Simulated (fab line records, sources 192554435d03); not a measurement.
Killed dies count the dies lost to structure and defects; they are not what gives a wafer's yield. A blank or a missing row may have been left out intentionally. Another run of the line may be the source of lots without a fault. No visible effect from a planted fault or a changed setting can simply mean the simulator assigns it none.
fab line records	flow n5_finfet
[record] lots = 7	wafers = 39
route steps=1938 shown BEOL_M4@1067 BEOL_M9@1419 BEOL_M10@1470 BEOL_M12@1637 BEOL_M15@1827 PASSIVATION@1930
start_h: start of the lot's first displayed wafer, in hours after the record's first day	wait_h: hours from the lot's prior step to this one	" the same as in the row above	L1.1+2: one row covering several wafers at once	- no value, or no start given	* or withheld: withheld	< > ~ a bound
route shown NAME@n: names a module that has steps shown in the file, with the first one's number in the route	usual: the fault-free wafers' mean and standard deviation	same: alike in all rows	chamber/n: place in a boat	sites: the reading at each site	_std_site: how widely they spread, as a standard deviation	_edge_site: inner sites' mean taken away from outer sites' mean	radius_mm: for every site, how far away it sits from the centre of the wafer	mask NAME#n: copy n	behind: tool/chamber where the wafer was last shaped	hold: what put the lot on hold/how long, in hours/how the hold closed	device: the n, p or np transistor that did not switch	end of line: tests of these same wafers at the route's end	for a step that has no rows: nothing shown but its recipe	killed: dies lost to structure and defects at the first sort, not the wafer's yield	map: a wafer's dies, x killed, . not, _ none there
set.NAME: the run value of the setting; set.NAME@STEP: its run value at that earlier step	model.NAME: the simulator's own value behind a step, which no gauge read
one table per step and one row per wafer, for lots whose settings were changed on purpose
[[steps]]
[step N5_BEOL_M4_VIA_ETCH_34]
[recipe] chemistry = C4F6/O2	target_depth_a = 694	mask_material = SOC	pressure_mtorr = 15	ion_energy_ev = 250	taper_deg = 4	time_s = 65.9	source_w = 350	bias_w = 170	Ar_flow_sccm = 300	C4F6_flow_sccm = 10	O2_flow_sccm = 10
lot.wafer	tool	chamber	start_h	wait_h	set.target_depth_a	model.etch.depth_nm	model.SOC_of_BEOL_M4_COAT_67.thk_nm
L074.2	rie_diel-06	1	164.17	0.0	694	67.78	51.8
L074.4	"	0	"	"	694	67.51	51.8
L074.6	"	0	"	"	694	67.47	51.8
L076.1	rie_diel-05	3	170.63	0.0	694	67.32	52
L076.2	"	2	"	"	694	67.25	52
L076.3	"	1	"	"	694	67.2	51.8
L076.4	"	2	"	"	694	67.46	52
L076.5	"	1	"	"	694	67.31	51.8
L076.6	"	3	"	"	694	68.15	51.8
L086.1	rie_diel-02	0	254.89	0.0	694	69.97	51.6
L086.2	"	2	"	"	561.7	55.63	53.4
L086.3	"	3	"	"	694	68.89	51.6
L086.4	"	1	"	"	561.7	56.65	53.4
L086.5	"	1	"	"	694	70.12	51.6
L086.6	"	2	"	"	561.7	55.73	53.2
L090.1	rie_diel-06	3	298.12	0.0	1070	104.5	47.6
L090.2	"	2	"	"	694	66.68	52.2
L090.3	"	1	"	"	694	68.35	52
L090.4	"	1	"	"	694	66.87	52
L090.5	"	2	"	"	1070	102.6	48
L090.6	"	3	"	"	1070	103.8	47.8
L093.1	rie_diel-05	0	304.14	0.0	694	71.85	51.4
L093.2	"	2	"	"	694	67.59	52
L093.3	"	1	"	"	916.3	89.52	49.4
L093.4	"	3	"	"	916.3	90.81	49.2
L093.5	"	0	"	"	916.3	94.99	48.6
L093.6	"	1	"	"	694	67.56	51.8
L096.1	rie_diel-06	0	307.55	0.0	694	70.48	51.8
L096.2	"	3	"	"	489.2	47.88	54.4
L096.3	"	3	"	"	694	68.24	52
L096.4	"	0	"	"	694	71.35	51.6
L096.5	"	0	"	"	489.2	49.97	54.2
L096.6	"	3	"	"	489.2	47.69	54.2
L092.1	rie_diel-02	3	312.94	0.0	694	68	52.2
L092.2	"	0	"	"	1044	103.2	48.2
L092.3	"	2	"	"	694	67.63	52.2
L092.4	"	1	"	"	694	68.61	52.2
L092.5	"	3	"	"	1044	103	48
L092.6	"	0	"	"	1044	102.8	48
[step N5_BEOL_M9_ETCH_62]
[recipe] chemistry = N2/H2	target = SOC	target_depth_a = 1100	overetch_a = 220	mask_material = SiARC	temp_c = 40	time_s = 165	ion_energy_ev = 200	pressure_mtorr = 30	source_w = 840	bias_w = 150	n2_flow_sccm = 200	h2_flow_sccm = 200
lot.wafer	tool	chamber	start_h	wait_h	set.time_s	model.etch.depth_nm	model.SiARC_of_BEOL_M9_COAT_60.thk_nm
L074.2	rie_diel-03	1	214.49	0.0	165	99.93	23.8
L074.4	"	3	"	"	165	99.73	23.6
L074.6	"	0	"	"	165	100	24
L076.1	rie_diel-04	0	220.30	0.0	165	100.1	23.8
L076.2	"	1	"	"	165	100	23.6
L076.3+6	"	2	"	"	165	100.2	23.8
L076.4	"	3	"	"	165	100.3	23.6
L076.5	"	1	"	"	165	100.2	23.4
L086.1	rie_diel-01	1	303.84	0.0	165	99.7	23.8
L086.2	"	2	"	"	165	100	23.6
L086.3	"	3	"	"	165	100.4	23.6
L086.4	"	0	"	"	165	100.2	23.2
L086.5	"	1	"	"	165	100.1	23.8
L086.6	"	0	"	"	165	100.4	23.4
L090.1	rie_diel-03	0	347.40	0.0	165	100	24
L090.2	"	3	"	"	165	99.68	23.6
L090.3	"	1	"	"	218.6	99.78	21.6
L090.4	"	2	"	"	165	99.69	23.8
L090.5	"	1	"	"	218.6	99.9	21.8
L090.6	"	0	"	"	218.6	100.1	22
L096.1	rie_diel-01	1	352.70	0.0	212.9	99.45	22
L096.2	"	2	"	"	165	99.57	23.8
L096.3	"	3	"	"	165	99.56	23.8
L096.4	"	0	"	"	212.9	99.69	21.4
L096.5	"	1	"	"	165	99.4	23.8
L096.6	"	0	"	"	212.9	99.65	21.4
L092.1	rie_diel-04	3	356.65	0.0	85.41	68.81	26.6
L092.2	"	0	"	"	85.41	66.61	26.8
L092.3	"	1	"	"	165	99.58	23.4
L092.4	"	2	"	"	85.41	67.46	26.8
L092.5	"	1	"	"	165	99.8	23.6
L092.6	"	2	"	"	165	99.71	23.6
L093.1	rie_diel-04	3	357.19	0.0	84.12	66.54	26.6
L093.2	"	1	"	"	84.12	67.1	26.6
L093.3+6	"	0	"	"	165	99.88	23.6
L093.4	"	2	"	"	84.12	65.35	26.8
L093.5	"	1	"	"	165	99.89	23.4
[step N5_BEOL_M10_ILD_DEP_00]
[recipe] material = SiCOH_lowk	target_thk_a = 3085.1	temp_c = 300	precursor = DEMS/porogen	pressure_torr = 5	rf_w = 500	time_s = 58
lot.wafer	tool	chamber	start_h	wait_h	set.time_s	model.SiCOH_lowk_of_BEOL_M10_ILD_DEP_00.thk_nm
L074.2	pecvd-02	0	219.94	0.0	58	301.2
L074.4	"	0	"	"	58	306.2
L074.6	"	2	"	"	58	312
L076.1	pecvd-03	2	227.04	0.0	58	309.6
L076.2	"	0	"	"	58	310.2
L076.3	"	1	"	"	58	308.4
L076.4	"	2	"	"	58	313.8
L076.5	"	1	"	"	58	314.6
L076.6	"	0	"	"	58	317
L086.1	pecvd-02	0	309.70	0.0	66.83	345.4
L086.2	"	2	"	"	66.83	348.8
L086.3	"	1	"	"	58	297.6
L086.4	"	1	"	"	58	302.4
L086.5	"	2	"	"	66.83	352.8
L086.6	"	0	"	"	58	302
L090.1	pecvd-01	1	354.55	0.0	58	307
L090.2	"	2	"	"	58	305.8
L090.3	"	0	"	"	58	304.8
L090.4	"	2	"	"	58	313
L090.5	"	0	"	"	58	313.8
L090.6	"	1	"	"	58	316.8
L096.1	pecvd-02	0	361.02	0.0	44.79	231.2
L096.2	"	1	"	"	58	303.2
L096.3	"	2	"	"	44.79	237.8
L096.4	"	0	"	"	58	308.4
L096.5	"	1	"	"	58	306.8
L096.6	"	2	"	"	44.79	240.6
L092.1	pecvd-02	2	361.80	0.0	76.3	399.8
L092.2	"	0	"	"	76.3	398.8
L092.3	"	1	"	"	76.3	397.6
L092.4	"	0	"	"	58	305.2
L092.5	"	2	"	"	58	312.4
L092.6	"	1	"	"	58	306.2
L093.1	pecvd-01	1	363.75	0.0	31.38	171
L093.2	"	0	"	"	58	313.6
L093.3	"	2	"	"	58	312.8
L093.4	"	0	"	"	58	312.4
L093.5	"	2	"	"	31.38	172.2
L093.6	"	1	"	"	31.38	177.8
[step N5_BEOL_M10_CURE_71]
[recipe] temp_c = 385	time_s = 240	ambient = He/Ar	material = SiCOH_lowk
lot.wafer	tool	chamber	start_h	wait_h	set.time_s@BEOL_M10_ILD_DEP_00	model.SiCOH_lowk_of_BEOL_M10_ILD_DEP_00.thk_nm
L074.2	uv_cure-01	0	220.10	0.1	58	261.6
L074.4	"	0	"	"	58	266
L074.6	"	0	"	"	58	271
L076.1	uv_cure-01	2	227.12	0.0	58	269
L076.2	"	2	"	"	58	269.6
L076.3	"	2	"	"	58	268
L076.4	"	2	"	"	58	272.8
L076.5	"	2	"	"	58	273.4
L076.6	"	2	"	"	58	275.4
L086.1	uv_cure-01	1	309.77	0.0	66.83	300.6
L086.2	"	1	"	"	66.83	303.6
L086.3	"	1	"	"	58	258.4
L086.4	"	1	"	"	58	262.6
L086.5	"	1	"	"	66.83	307.2
L086.6	"	1	"	"	58	262.2
L090.1	uv_cure-02	1	354.63	0.0	58	266.6
L090.2	"	1	"	"	58	265.6
L090.3	"	1	"	"	58	264.6
L090.4	"	1	"	"	58	272
L090.5	"	1	"	"	58	272.6
L090.6	"	1	"	"	58	275.4
L096.1	uv_cure-01	0	361.09	0.0	44.79	200
L096.2	"	0	"	"	58	263.2
L096.3	"	0	"	"	44.79	205.8
L096.4	"	0	"	"	58	268
L096.5	"	0	"	"	58	266.4
L096.6	"	0	"	"	44.79	208.2
L092.1	uv_cure-03	0	361.88	0.0	76.3	349.2
L092.2	"	0	"	"	76.3	348.2
L092.3	"	0	"	"	76.3	347.2
L092.4	"	0	"	"	58	265
L092.5	"	0	"	"	58	271.4
L092.6	"	0	"	"	58	265.8
L093.1	uv_cure-01	2	363.83	0.0	31.38	147.4
L093.2	"	2	"	"	58	272.4
L093.3	"	2	"	"	58	271.8
L093.4	"	2	"	"	58	271.6
L093.5	"	2	"	"	31.38	148.4
L093.6	"	2	"	"	31.38	153.4
[step N5_BEOL_M10_THK_MEAS_01]
[recipe] reads = SiCOH_lowk_of_BEOL_M10_ILD_DEP_00
[usual] M10_ILD_THK = 266/4
lot.wafer	tool	chamber	start_h	wait_h	set.time_s@BEOL_M10_ILD_DEP_00	M10_ILD_THK[nm]
L074.2	film_metro-02	-	220.53	0.4	58	262
L074.4	"	-	"	"	58	266
L074.6	"	-	"	"	58	271
L076.1	film_metro-02	-	228.11	0.8	58	269
L076.2	"	-	"	"	58	270
L076.3	"	-	"	"	58	268
L076.4	"	-	"	"	58	273
L076.5	"	-	"	"	58	274
L076.6	"	-	"	"	58	275
L086.1	film_metro-01	-	310.29	0.4	66.83	301
L086.2	"	-	"	"	66.83	304
L086.3	"	-	"	"	58	258
L086.4	"	-	"	"	58	263
L086.5	"	-	"	"	66.83	307
L086.6	"	-	"	"	58	262
L090.1	film_metro-01	-	355.62	0.8	58	266
L090.2	"	-	"	"	58	266
L090.3	"	-	"	"	58	265
L090.4	"	-	"	"	58	272
L090.5	"	-	"	"	58	273
L090.6	"	-	"	"	58	275
L096.1	film_metro-01	-	361.61	0.4	44.79	200
L096.2	"	-	"	"	58	263
L096.3	"	-	"	"	44.79	206
L096.4	"	-	"	"	58	268
L096.5	"	-	"	"	58	266
L096.6	"	-	"	"	44.79	208
L092.1	film_metro-01	-	362.87	0.8	76.3	350
L092.2	"	-	"	"	76.3	348
L092.3	"	-	"	"	76.3	347
L092.4	"	-	"	"	58	265
L092.5	"	-	"	"	58	271
L092.6	"	-	"	"	58	266
L093.1	film_metro-02	-	364.82	0.8	31.38	147
L093.2	"	-	"	"	58	273
L093.3	"	-	"	"	58	272
L093.4	"	-	"	"	58	272
L093.5	"	-	"	"	31.38	148
L093.6	"	-	"	"	31.38	153
[step N5_BEOL_M12_ETCH_68]
[recipe] chemistry = N2/H2	target = SOC	mask_material = SiARC	source_w = 3000	bias_w = 350	temp_c = 40	time_s = 285	ion_energy_ev = 200	pressure_mtorr = 30	n2_flow_sccm = 200	h2_flow_sccm = 200
lot.wafer	tool	chamber	start_h	wait_h	set.time_s	model.SiARC_of_BEOL_M12_COAT_66.thk_nm
L074.2	rie_diel-06	2	236.40	0.1	285	85.6
L074.4	"	1	"	"	285	85.4
L074.6	"	2	"	"	285	85.8
L076.1	rie_diel-05	2	245.61	0.1	186.3	94
L076.2	"	3	"	"	285	85.6
L076.3	"	1	"	"	285	86.4
L076.4+6	"	0,2	"	"	186.3	93.8
L076.5	"	1	"	"	285	86
L086.1	rie_diel-02	2	333.33	0.1	132.5	99.6
L086.2	"	3	"	"	132.5	98.6
L086.3	"	1	"	"	285	86.2
L086.4	"	0	"	"	132.5	99
L086.5	"	2	"	"	285	86.4
L086.6	"	3	"	"	285	85.2
L090.1+4	rie_diel-06	2,0	373.48	0.1	148.5	97
L090.2	"	3	"	"	285	85.8
L090.3	"	0	"	"	285	85
L090.5	"	3	"	"	148.5	97.4
L090.6	"	2	"	"	285	85.6
L096.1+5	rie_diel-05	2	379.46	0.1	339	80.4
L096.2	"	3	"	"	339	81.8
L096.3	"	0	"	"	285	86.8
L096.4	"	1	"	"	285	87.2
L096.6	"	3	"	"	285	86.2
L093.1	rie_diel-05	1	381.03	0.1	380.1	78.6
L093.2	"	2	"	"	285	84.8
L093.3	"	3	"	"	285	85.8
L093.4+6	"	0	"	"	380.1	77.8
L093.5	"	1	"	"	285	86.4
L092.1+5	rie_diel-06	0,1	381.85	0.1	285	85.2
L092.2	"	1	"	"	285	85
L092.3	"	3	"	"	285	85.8
L092.4	"	2	"	"	285	85.6
L092.6	"	0	"	"	285	85.4
[step N5_BEOL_M15_DEP_53]
[recipe] material = SiCN	target_thk_a = 500	temp_c = withheld	precursor = 3MS/NH3	pressure_torr = 3	rf_w = 675	time_s = 17.8
lot.wafer	tool	chamber	start_h	wait_h	set.target_thk_a	model.SiCN_of_BEOL_M15_DEP_53.thk_nm
L074.2	pecvd-03	0	259.11	0.0	500	50.4
L074.4	"	2	"	"	500	50.2
L074.6	"	1	"	"	500	51
L076.1+3	pecvd-02	1,2	267.71	0.0	500	49.4
L076.2	"	0	"	"	500	49.8
L076.4	"	0	"	"	333.3	33.4
L076.5	"	2	"	"	333.3	33.8
L076.6	"	1	"	"	333.3	33.6
L086.1	pecvd-02	2	354.64	0.0	500	50
L086.2	"	0	"	"	761.9	75.4
L086.3	"	1	"	"	761.9	76
L086.4	"	1	"	"	500	50.4
L086.5	"	0	"	"	761.9	77.2
L086.6	"	2	"	"	500	50.6
L090.1+2	pecvd-02	0,1	395.48	0.0	626.8	61.4
L090.3	"	2	"	"	500	48.8
L090.4	"	2	"	"	500	49.6
L090.5	"	0	"	"	626.8	63
L090.6	"	1	"	"	500	50
L096.1	pecvd-04	1	402.64	0.0	271.6	27
L096.2	"	0	"	"	500	49.6
L096.3	"	2	"	"	500	49.4
L096.4	"	0	"	"	500	50
L096.5	"	1	"	"	271.6	27.8
L096.6	"	2	"	"	271.6	27.6
L093.1	pecvd-02	1	406.47	0.0	416.4	41
L093.2	"	0	"	"	500	49.6
L093.3	"	2	"	"	500	49.4
L093.4	"	0	"	"	416.4	42
L093.5	"	2	"	"	416.4	41.6
L093.6	"	1	"	"	500	50
L092.1	pecvd-04	1	410.07	0.0	500	50
L092.2	"	2	"	"	500	50.6
L092.3+4	"	0	"	"	500	50.4
L092.5	"	2	"	"	500	51
L092.6	"	1	"	"	500	51.2
[step N5_PASSIVATION_ETCH_54]
[recipe] chemistry = CHF3/O2	target = SiO2	target_depth_a = 8800	CHF3_flow_sccm = 50	O2_flow_sccm = 5	Ar_flow_sccm = 200	time_s = 440	mask_material = PR	pressure_mtorr = 30	source_w = 650	bias_w = 170	ion_energy_ev = 200
lot.wafer	tool	chamber	start_h	wait_h	set.target_depth_a	model.etch.depth_nm	model.PASSIVATION.feature_depth_nm
L074.2	rie_diel-06	2	270.39	0.1	8800	846.7	846.6
L074.4	"	3	"	"	8800	860.8	860.8
L074.6	"	3	"	"	8800	857.4	857.4
L076.1	rie_diel-05	2	278.23	0.1	8800	853.1	853
L076.2	"	3	"	"	8800	864.3	864.2
L076.3	"	0	"	"	8800	890.1	890
L076.4	"	1	"	"	8800	850.2	850.2
L076.5	"	3	"	"	8800	862.6	862.6
L076.6	"	2	"	"	8800	843.6	843.6
L086.1	rie_diel-02	2	368.92	0.1	12480	1226	1226
L086.2	"	1	"	"	8800	884.7	884.6
L086.3	"	0	"	"	8800	882.1	882
L086.4	"	3	"	"	8800	924.1	924.2
L086.5	"	0	"	"	12480	1263	1263
L086.6	"	3	"	"	12480	1314	1314
L090.1	rie_diel-06	2	407.05	0.1	8800	867.5	867.6
L090.2	"	0	"	"	5784	577.4	577.4
L090.3	"	3	"	"	8800	877.9	877.8
L090.4	"	1	"	"	5784	596.9	597
L090.5	"	3	"	"	5784	583.6	583.6
L090.6	"	2	"	"	8800	874.1	874.2
L096.1	rie_diel-05	3	417.13	0.1	8800	877	877
L096.2	"	0	"	"	8800	911.3	911.4
L096.3	"	1	"	"	8800	858.8	858.8
L096.4	"	2	"	"	8800	904.7	904.6
L096.5	"	0	"	"	8800	907.3	907.2
L096.6	"	3	"	"	8800	864.8	864.8
L093.1	rie_diel-05	3	420.08	0.1	12370	1219	1219
L093.2	"	1	"	"	12370	1207	1207
L093.3	"	2	"	"	8800	905.7	905.6
L093.4	"	0	"	"	8800	913.5	913.4
L093.5	"	0	"	"	12370	1281	1281
L093.6	"	3	"	"	8800	864.7	864.6
L092.1	rie_diel-06	1	422.73	0.1	5474	565.6	565.6
L092.2	"	2	"	"	8800	878.8	878.8
L092.3	"	0	"	"	8800	889.5	889.4
L092.4	"	3	"	"	5474	561.6	561.6
L092.5	"	1	"	"	5474	563.4	563.4
L092.6	"	2	"	"	8800	874.5	874.4
[[key]]
[split] step = N5_BEOL_M4_VIA_ETCH_34	setting = target_depth_a	stated = 694	by = wafer
[response] step = N5_BEOL_M4_VIA_ETCH_34	reading = model.etch.depth_nm	change = +0.692	per = 1%	r = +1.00
[response] step = N5_BEOL_M4_VIA_ETCH_34	reading = model.SOC_of_BEOL_M4_COAT_67.thk_nm	change = -0.0815	per = 1%	r = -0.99
[split] step = N5_BEOL_M9_ETCH_62	setting = time_s	stated = 165	by = wafer
[response] step = N5_BEOL_M9_ETCH_62	reading = model.etch.depth_nm	shape = bent	at_lowest = 66.33	at_stated = 99.93	at_highest = 99.92
[response] step = N5_BEOL_M9_ETCH_62	reading = model.SiARC_of_BEOL_M9_COAT_60.thk_nm	change = -0.0659	per = 1%	r = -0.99
[split] step = N5_BEOL_M10_ILD_DEP_00	setting = time_s	stated = 58	by = wafer
[response] step = N5_BEOL_M10_ILD_DEP_00	reading = model.SiCOH_lowk_of_BEOL_M10_ILD_DEP_00.thk_nm	change = +3.01	per = 1%	r = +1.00
[response] step = N5_BEOL_M10_CURE_71	reading = model.SiCOH_lowk_of_BEOL_M10_ILD_DEP_00.thk_nm	change = +2.65	per = 1%	r = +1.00
[response] step = N5_BEOL_M10_THK_MEAS_01	reading = M10_ILD_THK	change = +2.65	per = 1%	r = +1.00
[split] step = N5_BEOL_M12_ETCH_68	setting = time_s	stated = 285	by = wafer
[response] step = N5_BEOL_M12_ETCH_68	reading = model.SiARC_of_BEOL_M12_COAT_66.thk_nm	change = -0.243	per = 1%	r = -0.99
[split] step = N5_BEOL_M15_DEP_53	setting = target_thk_a	stated = 500	by = wafer
[response] step = N5_BEOL_M15_DEP_53	reading = model.SiCN_of_BEOL_M15_DEP_53.thk_nm	change = +0.488	per = 1%	r = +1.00
[split] step = N5_PASSIVATION_ETCH_54	setting = target_depth_a	stated = 8800	by = wafer
[response] step = N5_PASSIVATION_ETCH_54	reading = model.etch.depth_nm	change = +8.53	per = 1%	r = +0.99
[response] step = N5_PASSIVATION_ETCH_54	reading = model.PASSIVATION.feature_depth_nm	change = +8.53	per = 1%	r = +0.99
